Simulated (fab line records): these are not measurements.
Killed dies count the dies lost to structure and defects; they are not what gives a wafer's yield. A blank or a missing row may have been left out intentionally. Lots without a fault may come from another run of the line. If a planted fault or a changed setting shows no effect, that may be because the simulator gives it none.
Which of the tools did it?    flow nandHarc    39 wafers from 13 lots sampled at 5 of the route's 1302 steps

WHAT THE GAUGES READ, wafer by wafer
NHARC_END_SORT_01. Usual: defectLimitedYield 91.5 %, standard deviation 2.5; killedAtArray 52, standard deviation 17; killedAtOther 1.2, standard deviation 1.4; killedAtPeriphery 4.7, standard deviation 2.9; killedDies 58, standard deviation 17; killedOpen 3.2, standard deviation 1.9; killedShort 2.4, standard deviation 1.4; sort_bin_2_pct 3.0 %, standard deviation 1.1; sort_bin_3_pct 0.6 %, standard deviation 0.37; sort_bin_4_pct 4.8 %, standard deviation 1.4; sortNPass 619, standard deviation 17; sortRimYieldPct 90 %, standard deviation 4.9; sortYieldPct 91.5 %, standard deviation 2.5.
lot   measured      on         defectLimitedYield (%)  killedAtArray  killedAtOther  killedAtPeriphery  killedDies   killedOpen  killedShort  sort_bin_2_pct (%)  sort_bin_3_pct (%)  sort_bin_4_pct (%)  sortNPass  sortRimYieldPct (%)  sortYieldPct (%)  flag
L606  day 30 19:19  prober-02  0 0 0                   79 78 89       3 1 1          595 598 587        677 677 677  3 4 5       2 2 1        91.6 92.5 90.4      1.2 0.7 1.3         7.2 6.8 8.3         0 0 0      0 0 0                0 0 0             OFF

WHICH TOOL RAN EACH LOT (tool, then ch and the chambers of the sampled wafers, then the start)
lot   NHARC_P_M1_PVD_20                       NHARC_P_M1_PVD_21            NHARC_P_M1_PRE_CLEAN_32          NHARC_P_M1_DEP_33
L589  pvdSputter-01, day 6 11:50 or earlier   pvdSputter-01, day 6 11:50   pecvd-02 ch 0,1,2, day 6 13:14   pecvd-02 ch 0,1,2, day 6 13:22
L590  pvdSputter-03, day 6 19:43 or earlier   pvdSputter-03, day 6 19:43   pecvd-02 ch 0,1, day 6 21:07     pecvd-02 ch 0,1, day 6 21:11
L591  pvdSputter-01, day 6 23:59 or earlier   pvdSputter-01, day 6 23:59   pecvd-01 ch 0,2, day 7 01:23     pecvd-01 ch 0,2, day 7 01:28
L592  pvdSputter-02, day 7 18:40 or earlier   pvdSputter-02, day 7 18:40   pecvd-04 ch 0,2, day 7 20:03     pecvd-04 ch 0,2, day 7 20:10
L593  pvdSputter-03, day 7 19:47 or earlier   pvdSputter-03, day 7 19:47   pecvd-04 ch 0,2, day 7 21:10     pecvd-04 ch 0,2, day 7 21:17
L594  pvdSputter-01, day 8 13:20 or earlier   pvdSputter-01, day 8 13:20   pecvd-04 ch 0,1,2, day 8 14:44   pecvd-04 ch 0,1,2, day 8 14:51
L596  pvdSputter-01, day 9 04:56 or earlier   pvdSputter-01, day 9 04:56   pecvd-02 ch 1,2, day 9 06:21     pecvd-02 ch 1,2, day 9 06:29
L603  pvdSputter-03, day 12 05:10 or earlier  pvdSputter-03, day 12 05:10  pecvd-01 ch 0,1,2, day 12 06:41  pecvd-01 ch 0,1,2, day 12 06:48
L605  pvdSputter-01, day 13 00:14 or earlier  pvdSputter-01, day 13 00:14  pecvd-04 ch 0,1,2, day 13 01:37  pecvd-04 ch 0,1,2, day 13 01:41
L606  pvdSputter-02, day 13 05:34 or earlier  pvdSputter-02, day 13 05:34  pecvd-01 ch 0,1,2, day 13 06:58  pecvd-01 ch 0,1,2, day 13 07:05
L609  pvdSputter-02, day 14 19:44 or earlier  pvdSputter-02, day 14 19:44  pecvd-02 ch 0,2, day 14 21:07    pecvd-02 ch 0,2, day 14 21:11
L611  pvdSputter-01, day 15 12:20 or earlier  pvdSputter-01, day 15 12:20  pecvd-01 ch 0,1,2, day 15 13:45  pecvd-01 ch 0,1,2, day 15 13:53
L612  pvdSputter-01, day 16 04:12 or earlier  pvdSputter-01, day 16 04:12  pecvd-02 ch 0,2, day 16 05:38    pecvd-02 ch 0,2, day 16 05:44
- NHARC_P_M1_PVD_20: deposits TaN, target thk 5 nm, time 8.06 s.
- NHARC_P_M1_PVD_21: deposits Cu, target thk 30 nm, time 20.49 s.
- NHARC_P_M1_PRE_CLEAN_32: time 12 s.
- NHARC_P_M1_DEP_33: deposits SiCN, target thk 30 nm.

WHAT THE TOOLS THEMSELVES READ (means of the sampled wafers that have a number; where no wafer has one, the mark that the record gives instead)
NHARC_P_M1_PVD_20. Usual: biasV 168.7 V, standard deviation 1.7; cathodeDcPowerW 15000 W, standard deviation 2.9; throttleValvePct 30.2 %, standard deviation 0.99.
lot   tool           biasV (V)  cathodeDcPowerW (W)  throttleValvePct (%)  flag
L589  pvdSputter-01  169.8      15002                30.5                  
L590  pvdSputter-03  168.9      15001                29.3                  
L591  pvdSputter-01  169.4      15001                29.9                  
L592  pvdSputter-02  168.0      14998                30.6                  
L593  pvdSputter-03  168.2      15003                29.2                  
L594  pvdSputter-01  169.0      15001                30.5                  
L596  pvdSputter-01  168.2      15000                30.3                  
L603  pvdSputter-03  169.4      14999                29.7                  
L605  pvdSputter-01  171.9      14999                31.0                  
L606  pvdSputter-02  167.8      14998                31.2                  
L609  pvdSputter-02  167.6      14997                31.1                  
L611  pvdSputter-01  170.2      15000                30.7                  
L612  pvdSputter-01  168.9      14999                30.5                  

NHARC_P_M1_PVD_21. Usual: cathodeDcPowerW 5000.0 W, standard deviation 0.94; chamberPressurePa 4.998 Pa, standard deviation 0.01; throttleValvePct 30.2 %, standard deviation 0.97.
lot   tool           cathodeDcPowerW (W)  chamberPressurePa (Pa)  throttleValvePct (%)  flag
L589  pvdSputter-01  5000.9               4.997                   30.1                  
L590  pvdSputter-03  4999.7               5.005                   29.6                  
L591  pvdSputter-01  4999.8               4.992                   30.3                  
L592  pvdSputter-02  5000.7               5.005                   31.1                  
L593  pvdSputter-03  5000.1               4.998                   29.1                  
L594  pvdSputter-01  5000.0               5.007                   30.7                  
L596  pvdSputter-01  4999.1               5.003                   30.2                  
L603  pvdSputter-03  4999.5               4.997                   29.8                  
L605  pvdSputter-01  -                    -                       -                     OFF
L606  pvdSputter-02  -                    -                       -                     OFF
L609  pvdSputter-02  5000.5               4.997                   30.9                  
L611  pvdSputter-01  5000.3               4.999                   30.3                  
L612  pvdSputter-01  5000.6               4.996                   30.6                  

NHARC_P_M1_PRE_CLEAN_32. Usual: heaterPowerW reads 618 W (standard deviation 57).
lot   tool      heaterPowerW (W)  flag
L589  pecvd-02  584               
L590  pecvd-02  615               
L591  pecvd-01  560               
L592  pecvd-04  665               
L593  pecvd-04  628               
L594  pecvd-04  664               
L596  pecvd-02  609               
L603  pecvd-01  617               
L605  pecvd-04  677               
L606  pecvd-01  587               
L609  pecvd-02  505               
L611  pecvd-01  613               
L612  pecvd-02  584               

NHARC_P_M1_DEP_33. Usual: heaterPowerW reads 563 W (standard deviation 48).
lot   tool      heaterPowerW (W)  flag
L589  pecvd-02  517               
L590  pecvd-02  597               
L591  pecvd-01  575               
L592  pecvd-04  609               
L593  pecvd-04  643               
L594  pecvd-04  560               
L596  pecvd-02  516               
L603  pecvd-01  580               
L605  pecvd-04  575               
L606  pecvd-01  562               
L609  pecvd-02  520               
L611  pecvd-01  535               
L612  pecvd-02  523               

THE ANSWER, worked out from the rows above alone
Rule: a lot counts as off when the mean over its wafers that have a number is more than 3 standard deviations away from the usual mean. Also off: a lot with no number at a reading for which 4 or more lots have one. All remaining lots with rows at the step are treated as sound. After the gauges, taken in route order, come the tools' own readings; for these a lot's mean is taken, as printed above. The first step at which some lot is off is used, and at that step the reading that is off furthest; a lot without a number counts as furthest.
Off: L606, at NHARC_END_SORT_01 (killedAtPeriphery). Neither off nor sound, because the step has no rows for them: L589, L590, L591, L592, L593, L594, L596, L603, L605, L609, L611, L612.
A tool fits if, at a process step before that reading, it ran every lot that is off, and no sound lot after the first of them. The gauges at NHARC_END_SORT_01 aren't tried: what is off there is off at NHARC_P_M1_PVD_21 too, on other tools, and a gauge's error can't cause that. NHARC_P_M1_PVD_20 gives no start for some lots, so the hours and the order of its lots are those of NHARC_P_M1_PVD_21. 2 tools fit, pvdSputter-02 at NHARC_P_M1_PVD_20 and NHARC_P_M1_PVD_21 and pecvd-01 at NHARC_P_M1_PRE_CLEAN_32 and NHARC_P_M1_DEP_33, so this cannot tell which one it is.

WHAT WAS PUT IN BY THE SIMULATOR
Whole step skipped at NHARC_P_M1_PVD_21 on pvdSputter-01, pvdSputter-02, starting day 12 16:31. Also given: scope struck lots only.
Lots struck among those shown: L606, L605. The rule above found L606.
